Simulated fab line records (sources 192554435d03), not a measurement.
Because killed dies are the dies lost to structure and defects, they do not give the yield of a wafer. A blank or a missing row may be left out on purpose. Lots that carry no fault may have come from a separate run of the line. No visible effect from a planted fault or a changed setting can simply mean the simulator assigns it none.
fab line records ; flow n5-finfet
record: lots: 7; wafers: 21
route steps=1938 shown SD_EPI_P@301 HKMG_FIN@402 GATE_CUT@466 MOL_CONTACT_COAG@564
start-h: hours from the record's first day to the start of the lot's first wafer shown ; wait-h: how many hours have passed since the lot's step before this one ; " the same as in the row above ; L1.1+2: one row covering several wafers at once ; - no value present, or no start provided ; * or withheld: withheld ; < > ~ a bound
route shown NAME@n: a module of which the file shows steps, and the number in the route of the first ; usual: average and standard deviation across the fault-free wafers ; same: alike in all rows ; chamber/n: place in a boat ; sites: readings site by site ; _std_site: the values' standard deviation ; _edge_site: mean of outer sites minus mean of inner sites ; radius-mm: for every site, how far away it sits from the centre of the wafer ; mask NAME#n: copy n ; behind: tool/chamber where the wafer was last shaped ; hold: cause of the lot's hold/its duration in hours/its outcome ; device: names the non-switching transistor (n, p or np) ; end of line: tests of these same wafers at the route's end ; where a step has no rows: the recipe by itself ; killed: the dies lost at the first sort to structure and to defects; this is not the yield of the wafer ; map: the dies of a wafer, with x for killed, . for not killed, _ for no die there
set.NAME: the run value of the setting; set.NAME@STEP: its run value at that earlier step ; model.NAME: the simulator's own value behind a step, which no gauge read
lots with deliberately changed settings; one table per step, one row per wafer
== steps ==
step: N5_SD_EPI_P_PEB_07
recipe: peb-temp-c: 110; peb-time-s: 60; resist: CAR-ArF-block
lot.wafer;tool;chamber;start-h;wait-h;set.peb-time-s
L076.1;litho-track-05;0;69.61;0.1;60
L076.3+6;litho-track-05;0;69.61;0.1;67.93
L077.1+2+6;litho-track-04;0;75.78;0.1;68.34
L081.1+2+3;litho-track-03;0;93.82;0.1;60
L084.2;litho-track-04;0;115.81;0.0;69.11
L084.4+6;litho-track-04;0;115.81;0.0;60
L085.1+5;litho-track-04;0;121.32;0.1;60
L085.2;litho-track-04;0;121.32;0.1;48.22
L088.1+5;litho-track-05;0;139.92;0.1;69.8
L088.6;litho-track-05;0;139.92;0.1;60
L094.1+3+6;litho-track-05;0;175.83;0.1;60
step: N5_SD_EPI_P_DEVELOP_08
recipe: develop-time-s: 30; developer: TMAH; resist: CAR-ArF-block; dev-temp-c: 23; rinse-liquid: diw; dry: air-spin
step: N5_SD_EPI_P_CD_MEAS_09
recipe: target-cd-nm: 240; landing-energy-ev: 500; detector: se-inlens
usual: cd-nm: 240.3/0.89
lot.wafer;tool;chamber;start-h;wait-h;set.peb-time-s@SD_EPI_P_PEB_07;cd-nm
L076.1;cd-sem-02;0;69.68;-;60;241.6
L076.3;cd-sem-02;0;69.68;-;67.93;244.8
L076.6;cd-sem-02;0;69.68;-;67.93;244.7
L077.1;cd-sem-02;0;75.85;-;68.34;245.1
L077.2;cd-sem-02;0;75.85;-;68.34;244.4
L077.6;cd-sem-02;0;75.85;-;68.34;244.8
L081.1;cd-sem-01;0;93.89;-;60;240.7
L081.2;cd-sem-01;0;93.89;-;60;240.9
L081.3;cd-sem-01;0;93.89;-;60;241.3
L084.2;cd-sem-02;0;115.88;-;69.11;243.8
L084.4;cd-sem-02;0;115.88;-;60;239.5
L084.6;cd-sem-02;0;115.88;-;60;240.0
L085.1;cd-sem-02;0;121.39;-;60;238.6
L085.2;cd-sem-02;0;121.39;-;48.22;231.8
L085.5;cd-sem-02;0;121.39;-;60;238.9
L088.1;cd-sem-03;0;139.98;-;69.8;244.6
L088.5;cd-sem-03;0;139.98;-;69.8;244.7
L088.6;cd-sem-03;0;139.98;-;60;241.2
L094.1;cd-sem-03;0;175.90;-;60;239.4
L094.3;cd-sem-03;0;175.90;-;60;239.7
L094.6;cd-sem-03;0;175.90;-;60;240.9
step: N5_SD_EPI_P_DESCUM_14
recipe: chemistry: O2; time-s: 7.9; source-power-w: 50; bias-power-w: 20; pressure-mtorr: 20; rf-frequency-hz: 2.712e+07; temp-c: 40; resist: CAR-ArF-block; o2-flow-sccm: 225
lot.wafer;tool;chamber;start-h;wait-h;set.peb-time-s@SD_EPI_P_PEB_07;model.SD_EPI_P.cd-nm
L076.1;rie-diel-03;1;69.89;0.2;60;241.4
L076.3;rie-diel-03;2;69.89;0.2;67.93;245.2
L076.6;rie-diel-03;0;69.89;0.2;67.93;245
L077.1;rie-diel-03;1;75.93;0.0;68.34;245
L077.2;rie-diel-03;3;75.93;0.0;68.34;244.6
L077.6;rie-diel-03;0;75.93;0.0;68.34;244.8
L081.1;rie-diel-01;2;94.19;0.3;60;240.8
L081.2;rie-diel-01;0;94.19;0.3;60;240.6
L081.3;rie-diel-01;1;94.19;0.3;60;241.6
L084.2;rie-diel-01;2;115.96;0.0;69.11;243.4
L084.4;rie-diel-01;1;115.96;0.0;60;239.8
L084.6;rie-diel-01;0;115.96;0.0;60;240
L085.1;rie-diel-01;2;121.48;0.0;60;238.6
L085.2;rie-diel-01;1;121.48;0.0;48.22;232.4
L085.5;rie-diel-01;0;121.48;0.0;60;239
L088.1;rie-diel-02;2;140.07;0.0;69.8;244.4
L088.5;rie-diel-02;3;140.07;0.0;69.8;244.8
L088.6;rie-diel-02;0;140.07;0.0;60;241
L094.1;rie-diel-01;3;176.06;0.1;60;239.6
L094.3;rie-diel-01;2;176.06;0.1;60;239.8
L094.6;rie-diel-01;0;176.06;0.1;60;240.6
step: N5_SD_EPI_P_ETCH_36
recipe: chemistry: CF4; target: SiARC; target-depth-a: 455; mask-material: CAR-ArF-block; time-s: 75.8; ion-energy-ev: 80; pressure-mtorr: 40; source-w: 545; bias-w: 36; Ar_flow_sccm: 100; cf4-flow-sccm: 100; ends: cleared
lot.wafer;tool;chamber;start-h;wait-h;set.peb-time-s@SD_EPI_P_PEB_07;model.SD_EPI_P.cd-nm
L076.1;rie-diel-03;1;69.93;0.0;60;241.4
L076.3;rie-diel-03;2;69.93;0.0;67.93;245.2
L076.6;rie-diel-03;0;69.93;0.0;67.93;245.4
L077.1;rie-diel-03;1;75.97;0.0;68.34;245
L077.2;rie-diel-03;3;75.97;0.0;68.34;244.6
L077.6;rie-diel-03;0;75.97;0.0;68.34;245.4
L081.1;rie-diel-01;2;94.23;0.0;60;240.6
L081.2;rie-diel-01;0;94.23;0.0;60;240.4
L081.3;rie-diel-01;1;94.23;0.0;60;241.6
L084.2;rie-diel-01;2;116.00;0.0;69.11;243.4
L084.4+6;rie-diel-01;1,0;116.00;0.0;60;239.8
L085.1;rie-diel-01;2;121.51;0.0;60;238.6
L085.2;rie-diel-01;1;121.51;0.0;48.22;232.8
L085.5;rie-diel-01;0;121.51;0.0;60;239.2
L088.1+5;rie-diel-02;2,3;140.11;0.0;69.8;244.4
L088.6;rie-diel-02;0;140.11;0.0;60;240.4
L094.1;rie-diel-01;3;176.09;0.0;60;239.6
L094.3;rie-diel-01;2;176.09;0.0;60;240
L094.6;rie-diel-01;0;176.09;0.0;60;240.6
step: N5_SD_EPI_P_ETCH_37
recipe: chemistry: N2/H2; target: SOC; overetch-a: 1080; mask-material: SiARC; temp-c: 40; ion-energy-ev: 100; source-w: 3000; bias-w: 133; pressure-mtorr: 20; time-s: 486; n2-flow-sccm: 200; h2-flow-sccm: 200; ends: end-point
lot.wafer;tool;chamber;start-h;wait-h;set.peb-time-s@SD_EPI_P_PEB_07;model.SD_EPI_P.cd-nm
L076.1;rie-diel-03;1;69.99;0.0;60;240.4
L076.3;rie-diel-03;2;69.99;0.0;67.93;245.8
L076.6;rie-diel-03;0;69.99;0.0;67.93;245
L077.1;rie-diel-03;1;76.03;0.0;68.34;245.4
L077.2;rie-diel-03;3;76.03;0.0;68.34;244.6
L077.6;rie-diel-03;0;76.03;0.0;68.34;245.8
L081.1;rie-diel-01;2;94.29;0.0;60;240.6
L081.2;rie-diel-01;0;94.29;0.0;60;239.6
L081.3;rie-diel-01;1;94.29;0.0;60;242.8
L084.2;rie-diel-01;2;116.06;0.0;69.11;241.8
L084.4;rie-diel-01;1;116.06;0.0;60;240.2
L084.6;rie-diel-01;0;116.06;0.0;60;238.6
L085.1;rie-diel-01;2;121.57;0.0;60;237.6
L085.2;rie-diel-01;1;121.57;0.0;48.22;232.8
L085.5;rie-diel-01;0;121.57;0.0;60;237.4
L088.1;rie-diel-02;2;140.16;0.0;69.8;243.8
L088.5;rie-diel-02;3;140.16;0.0;69.8;244.6
L088.6;rie-diel-02;0;140.16;0.0;60;239.6
L094.1;rie-diel-01;3;176.15;0.0;60;239.6
L094.3;rie-diel-01;2;176.15;0.0;60;240.4
L094.6;rie-diel-01;0;176.15;0.0;60;238.4
step: N5_SD_EPI_P_ETCHBACK_46
recipe: chemistry: CH3F/O2; mode: anisotropic-etchback; target: SiNx; target-depth-a: 175; stop-on: SiO2; over-etch-frac: 0.3; ion-energy-ev: 120; pressure-mtorr: 30; source-w: 395; bias-w: 73; Ar_flow_sccm: 150; CH3F_flow_sccm: 30; O2_flow_sccm: 20
lot.wafer;tool;chamber;start-h;wait-h;set.over-etch-frac;set.peb-time-s@SD_EPI_P_PEB_07;model.SD_EPI_P.cd-nm
L076.1;rie-diel-03;1;70.31;0.0;0.3;60;240.4
L076.3;rie-diel-03;2;70.31;0.0;0.2909;67.93;245.8
L076.6;rie-diel-03;0;70.31;0.0;0.3;67.93;245
L077.1;rie-diel-03;1;76.35;0.0;0.2846;68.34;245.6
L077.2;rie-diel-03;3;76.35;0.0;0.2846;68.34;244.4
L077.6;rie-diel-03;0;76.35;0.0;0.3;68.34;245.8
L081.1;rie-diel-01;2;94.61;0.0;0.3;60;240.6
L081.2;rie-diel-01;0;94.61;0.0;0.3;60;239.6
L081.3;rie-diel-01;1;94.61;0.0;0.3;60;242.8
L084.2;rie-diel-01;2;116.38;0.0;0.3;69.11;241.8
L084.4;rie-diel-01;1;116.38;0.0;0.3;60;240.2
L084.6;rie-diel-01;0;116.38;0.0;0.3;60;238.6
L085.1;rie-diel-01;2;121.89;0.0;0.3214;60;237.4
L085.2;rie-diel-01;1;121.89;0.0;0.3;48.22;232.8
L085.5;rie-diel-01;0;121.89;0.0;0.3;60;237.4
L088.1;rie-diel-02;2;140.49;0.0;0.3;69.8;243.8
L088.5;rie-diel-02;3;140.49;0.0;0.2912;69.8;244.6
L088.6;rie-diel-02;0;140.49;0.0;0.2912;60;239.8
L094.1;rie-diel-01;3;176.48;0.0;0.3;60;239.8
L094.3;rie-diel-01;2;176.48;0.0;0.2798;60;240.4
L094.6;rie-diel-01;0;176.48;0.0;0.3;60;238.4
step: N5_HKMG_FIN_ETCH_54
recipe: chemistry: CF4; target: SiARC; target-depth-a: 455; mask-material: CAR-ArF; time-s: 75.8; ion-energy-ev: 80; pressure-mtorr: 40; source-w: 545; bias-w: 36; Ar_flow_sccm: 100; cf4-flow-sccm: 100; ends: cleared
usual: etch-rf-on-time-s: 75.7/1.6; rf-vpp-V: 184.5/1.2
lot.wafer;tool;chamber;start-h;wait-h;set.source-w;etch-rf-on-time-s;rf-vpp-V
L076.1;rie-diel-05;2;87.98;0.0;545;76.3;183.5
L076.3;rie-diel-05;0;87.98;0.0;583;72.2;180.4
L076.6;rie-diel-05;1;87.98;0.0;545;77.0;185.2
L077.1;rie-diel-06;0;94.31;0.0;519.5;78.7;188.4
L077.2;rie-diel-06;3;94.31;0.0;545;72.2;183.2
L077.6;rie-diel-06;1;94.31;0.0;545;73.7;183.5
L081.1;rie-diel-06;1;114.42;0.0;545;72.9;181.7
L081.2;rie-diel-06;2;114.42;0.0;545;74.7;186.1
L081.3;rie-diel-06;3;114.42;0.0;545;72.7;186.4
L084.2;rie-diel-06;3;133.85;0.0;545;73.3;184.4
L084.4;rie-diel-06;0;133.85;0.0;453.5;89.5;196.8
L084.6;rie-diel-06;0;133.85;0.0;453.5;88.8;197.9
L085.1;rie-diel-06;2;138.84;0.0;545;75.5;185.7
L085.2;rie-diel-06;3;138.84;0.0;545;73.8;186.7
L085.5;rie-diel-06;1;138.84;0.0;634;65.5;174.2
L088.1;rie-diel-06;1;157.81;0.0;545;74.4;183.8
L088.5;rie-diel-06;1;157.81;0.0;545;74.9;182.8
L088.6;rie-diel-06;0;157.81;0.0;545;75.1;184.1
L094.1;rie-diel-06;0;195.28;0.0;451.1;89.2;200.2
L094.3;rie-diel-06;3;195.28;0.0;545;73.3;183.7
L094.6;rie-diel-06;3;195.28;0.0;451.1;87.3;197.2
step: N5_HKMG_FIN_ETCH_58
recipe: chemistry: N2/H2; target: SOC; target-depth-a: 2158; ion-energy-ev: 50; bias-w: 13; time-s: 741; pressure-mtorr: 30; source-w: 875; n2-flow-sccm: 200; h2-flow-sccm: 200
usual: rf-vpp-V: 99.2/1
lot.wafer;tool;chamber;start-h;wait-h;set.bias-w;rf-vpp-V;model.etch.depth-nm;model.SOC_of_HKMG_FIN_COAT_41.thk-nm;model.HKMG_FIN.feature-depth-nm
L076.1;rie-diel-05;2;88.25;0.0;13;100.4;215.8;84.6;215.8
L076.3;rie-diel-05;0;88.25;0.0;13;99.4;215.3;85.6;215.2
L076.6;rie-diel-05;1;88.25;0.0;13;99.4;213.8;86.8;213.8
L077.1;rie-diel-06;0;94.58;0.0;13;99.9;217.1;81.8;217
L077.2;rie-diel-06;3;94.58;0.0;10.78;88.2;203.9;95.4;204
L077.6;rie-diel-06;1;94.58;0.0;13;100.1;223.9;75;223.8
L081.1;rie-diel-06;1;114.69;0.0;13;98.4;219.2;81;219.2
L081.2;rie-diel-06;2;114.69;0.0;13;99.8;216.9;82.8;217
L081.3;rie-diel-06;3;114.69;0.0;13;99.3;219.7;80.6;219.6
L084.2;rie-diel-06;3;134.12;0.0;13;101.3;219.3;80.2;219.4
L084.4;rie-diel-06;0;134.12;0.0;13;98.3;214.5;85.4;214.4
L084.6;rie-diel-06;0;134.12;0.0;15.32;108.6;228.7;71.4;228.6
L085.1;rie-diel-06;2;139.11;0.0;10.98;89.0;204.9;93.4;204.8
L085.2;rie-diel-06;3;139.11;0.0;10.98;90.6;206.4;92.2;206.4
L085.5;rie-diel-06;1;139.11;0.0;10.98;89.8;205;94;205
L088.1;rie-diel-06;1;158.08;0.0;13;98.2;223.8;74.6;223.8
L088.5;rie-diel-06;1;158.08;0.0;13;99.0;226;73;226
L088.6;rie-diel-06;0;158.08;0.0;13;100.2;219.8;79.8;219.8
L094.1;rie-diel-06;0;195.54;0.0;13;99.0;216.6;83.4;216.6
L094.3;rie-diel-06;3;195.54;0.0;13;98.6;221.3;79;221.4
L094.6;rie-diel-06;3;195.54;0.0;13;98.5;221.1;79.2;221
step: N5_HKMG_FIN_STRIP_93
recipe: chemistry: N2/H2; material: SOC; time-s: 20; power-w: 500; temp-c: 40; pressure-mtorr: 50; rf-frequency-hz: 6e+07; bias-power-w: 8; h2-frac: 0.5; n2-flow-sccm: 300; h2-flow-sccm: 300
lot.wafer;tool;chamber;start-h;wait-h;set.bias-w@HKMG_FIN_ETCH_58;model.SOC_of_HKMG_FIN_COAT_41.thk-nm
L076.1;rie-diel-05;2;88.67;0.2;13;74.4
L076.3;rie-diel-05;0;88.67;0.2;13;75.6
L076.6;rie-diel-05;1;88.67;0.2;13;76.4
L077.1;rie-diel-06;0;95.01;0.2;13;71.6
L077.2;rie-diel-06;3;95.01;0.2;10.78;85
L077.6;rie-diel-06;1;95.01;0.2;13;64.6
L081.1;rie-diel-06;1;115.11;0.2;13;70.6
L081.2;rie-diel-06;2;115.11;0.2;13;72.6
L081.3;rie-diel-06;3;115.11;0.2;13;70
L084.2;rie-diel-06;3;134.55;0.2;13;69.6
L084.4;rie-diel-06;0;134.55;0.2;13;75
L084.6;rie-diel-06;0;134.55;0.2;15.32;61
L085.1;rie-diel-06;2;139.53;0.2;10.98;83.2
L085.2;rie-diel-06;3;139.53;0.2;10.98;81.6
L085.5;rie-diel-06;1;139.53;0.2;10.98;83.8
L088.1;rie-diel-06;1;158.50;0.2;13;64.2
L088.5;rie-diel-06;1;158.50;0.2;13;62.6
L088.6;rie-diel-06;0;158.50;0.2;13;69.4
L094.1;rie-diel-06;0;195.97;0.2;13;73
L094.3;rie-diel-06;3;195.97;0.2;13;68.4
L094.6;rie-diel-06;3;195.97;0.2;13;68.8
step: N5_GATE_CUT_ETCH_56
recipe: chemistry: Cl2/Ar; target: TiN; target-depth-a: 216; pressure-mtorr: 10; icp-w: 600; bias-w: 60; Cl2_flow_sccm: 40; Ar_flow_sccm: 60
lot.wafer;tool;chamber;start-h;wait-h;set.icp-w;model.etch.depth-nm
L076.1;rie-metal-02;1;95.74;0.1;670.3;23.53
L076.3+6;rie-metal-02;1;95.74;0.1;600;21.34
L077.1;rie-metal-03;1;102.26;0.1;600;22.23
L077.2;rie-metal-03;0;102.26;0.1;600;21.57
L077.6;rie-metal-03;0;102.26;0.1;600;21.41
L081.1;rie-metal-03;0;122.43;0.1;600;21.68
L081.2;rie-metal-03;1;122.43;0.1;600;22.54
L081.3;rie-metal-03;0;122.43;0.1;600;21.69
L084.2;rie-metal-03;0;141.99;0.1;600;22
L084.4;rie-metal-03;0;141.99;0.1;600;21.86
L084.6;rie-metal-03;1;141.99;0.1;600;22.52
L085.1;rie-metal-01;1;146.66;0.1;634.1;22.9
L085.2;rie-metal-01;0;146.66;0.1;600;22.46
L085.5;rie-metal-01;0;146.66;0.1;634.1;23.65
L088.1;rie-metal-03;1;165.78;0.1;600;22.46
L088.5;rie-metal-03;1;165.78;0.1;600;22.45
L088.6;rie-metal-03;0;165.78;0.1;600;21.4
L094.1;rie-metal-01;1;203.18;0.1;600;21.97
L094.3;rie-metal-01;0;203.18;0.1;600;22.6
L094.6;rie-metal-01;0;203.18;0.1;532.8;20.35
step: N5_GATE_CUT_CUT_ETCH_54
recipe: chemistry: Cl2/BCl3; target: TiN; mask-material: SiO2; target-depth-a: 967; pressure-mtorr: 10; icp-w: 1000; bias-w: 126; Cl2_flow_sccm: 53.25; bcl3-flow-sccm: 21.75; Ar_flow_sccm: 25; ends: cleared
usual: etch-rf-on-time-s: 36.4/0.87
lot.wafer;tool;chamber;start-h;wait-h;set.icp-w;etch-rf-on-time-s
L076.1;rie-metal-02;0;99.74;0.0;1000;37.5
L076.3;rie-metal-02;1;99.74;0.0;1056;35.6
L076.6;rie-metal-02;1;99.74;0.0;1000;37.4
L077.1;rie-metal-03;0;108.04;0.0;1000;36.7
L077.2;rie-metal-03;1;108.04;0.0;1098;32.4
L077.6;rie-metal-03;1;108.04;0.0;1000;35.3
L081.1;rie-metal-01;1;126.60;0.0;1000;36.5
L081.2;rie-metal-01;0;126.60;0.0;1000;35.1
L081.3;rie-metal-01;1;126.60;0.0;1000;36.5
L084.2;rie-metal-03;1;145.99;0.0;1000;35.2
L084.4;rie-metal-03;0;145.99;0.0;1000;36.4
L084.6;rie-metal-03;1;145.99;0.0;1000;34.9
L085.1;rie-metal-01;0;150.75;0.0;1163;31.0
L085.2;rie-metal-01;1;150.75;0.0;1163;32.0
L085.5;rie-metal-01;1;150.75;0.0;1000;36.7
L088.1;rie-metal-02;1;169.89;0.0;1000;37.4
L088.5;rie-metal-02;0;169.89;0.0;1000;37.7
L088.6;rie-metal-02;1;169.89;0.0;1000;37.4
L094.1;rie-metal-01;0;207.96;0.0;1000;35.7
L094.3;rie-metal-01;1;207.96;0.0;1000;36.4
L094.6;rie-metal-01;1;207.96;0.0;828.9;43.1
step: N5_MOL_CONTACT_COAG_COAT_75
recipe: resist: SOC; temp-c: 250; time-s: 60; spin-rpm: 1500; resist-thk-nm: 60
lot.wafer;tool;chamber;start-h;wait-h;set.spin-rpm;model.SOC_of_MOL_CONTACT_COAG_COAT_75.thk-nm
L076.1;litho-track-01;0;111.58;0.1;1398;62.6
L076.3;litho-track-01;0;111.58;0.1;1398;62.4
L076.6;litho-track-01;0;111.58;0.1;1500;60.2
L077.1;litho-track-05;0;120.26;0.1;1500;59.8
L077.2+6;litho-track-05;0;120.26;0.1;1364;62.8
L081.1+2;litho-track-05;0;140.90;0.0;1500;59.8
L081.3;litho-track-05;0;140.90;0.0;1500;60
L084.2;litho-track-05;0;157.71;0.0;1500;59.8
L084.4;litho-track-05;0;157.71;0.0;1566;58.8
L084.6;litho-track-05;0;157.71;0.0;1566;58.6
L085.1;litho-track-01;0;164.99;0.0;1342;63.8
L085.2;litho-track-01;0;164.99;0.0;1500;60.2
L085.5;litho-track-01;0;164.99;0.0;1500;60.4
L088.1;litho-track-05;0;184.21;0.0;1420;61.8
L088.5;litho-track-05;0;184.21;0.0;1500;60.2
L088.6;litho-track-05;0;184.21;0.0;1420;61.6
L094.1;litho-track-01;0;223.02;0.1;1500;60.2
L094.3+6;litho-track-01;0;223.02;0.1;1599;58.2
== key ==
split: step: N5_SD_EPI_P_PEB_07; setting: peb-time-s; stated: 60; by: wafer
response: step: N5_SD_EPI_P_CD_MEAS_09; reading: cd-nm; change: +0.281; per: 1%; r: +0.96
response: step: N5_SD_EPI_P_DESCUM_14; reading: model.SD_EPI_P.cd-nm; change: +0.271; per: 1%; r: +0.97
response: step: N5_SD_EPI_P_ETCH_36; reading: model.SD_EPI_P.cd-nm; change: +0.275; per: 1%; r: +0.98
response: step: N5_SD_EPI_P_ETCH_37; reading: model.SD_EPI_P.cd-nm; change: +0.255; per: 1%; r: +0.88
response: step: N5_SD_EPI_P_ETCHBACK_46; reading: model.SD_EPI_P.cd-nm; change: +0.25; per: 1%; r: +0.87
split: step: N5_SD_EPI_P_ETCHBACK_46; setting: over-etch-frac; stated: 0.3; by: wafer
response none clear
split: step: N5_HKMG_FIN_ETCH_54; setting: source-w; stated: 545; by: wafer
response: step: N5_HKMG_FIN_ETCH_54; reading: etch-rf-on-time-s; change: *; per: 1%; r: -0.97
response: step: N5_HKMG_FIN_ETCH_54; reading: rf-vpp-V; change: -0.786; per: 1%; r: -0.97
split: step: N5_HKMG_FIN_ETCH_58; setting: bias-w; stated: 13; by: wafer
response: step: N5_HKMG_FIN_ETCH_58; reading: rf-vpp-V; change: +0.587; per: 1%; r: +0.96
response: step: N5_HKMG_FIN_ETCH_58; reading: model.etch.depth-nm; change: +0.807; per: 1%; r: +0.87
response: step: N5_HKMG_FIN_ETCH_58; reading: model.SOC_of_HKMG_FIN_COAT_41.thk-nm; change: -0.809; per: 1%; r: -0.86
response: step: N5_HKMG_FIN_ETCH_58; reading: model.HKMG_FIN.feature-depth-nm; change: +0.801; per: 1%; r: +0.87
response: step: N5_HKMG_FIN_STRIP_93; reading: model.SOC_of_HKMG_FIN_COAT_41.thk-nm; change: -0.804; per: 1%; r: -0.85
split: step: N5_GATE_CUT_ETCH_56; setting: icp-w; stated: 600; by: wafer
response: step: N5_GATE_CUT_ETCH_56; reading: model.etch.depth-nm; change: +0.176; per: 1%; r: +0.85
split: step: N5_GATE_CUT_CUT_ETCH_54; setting: icp-w; stated: 1000; by: wafer
response: step: N5_GATE_CUT_CUT_ETCH_54; reading: etch-rf-on-time-s; change: *; per: 1%; r: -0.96
split: step: N5_MOL_CONTACT_COAG_COAT_75; setting: spin-rpm; stated: 1500; by: wafer
response: step: N5_MOL_CONTACT_COAG_COAT_75; reading: model.SOC_of_MOL_CONTACT_COAG_COAT_75.thk-nm; change: -0.32; per: 1%; r: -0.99
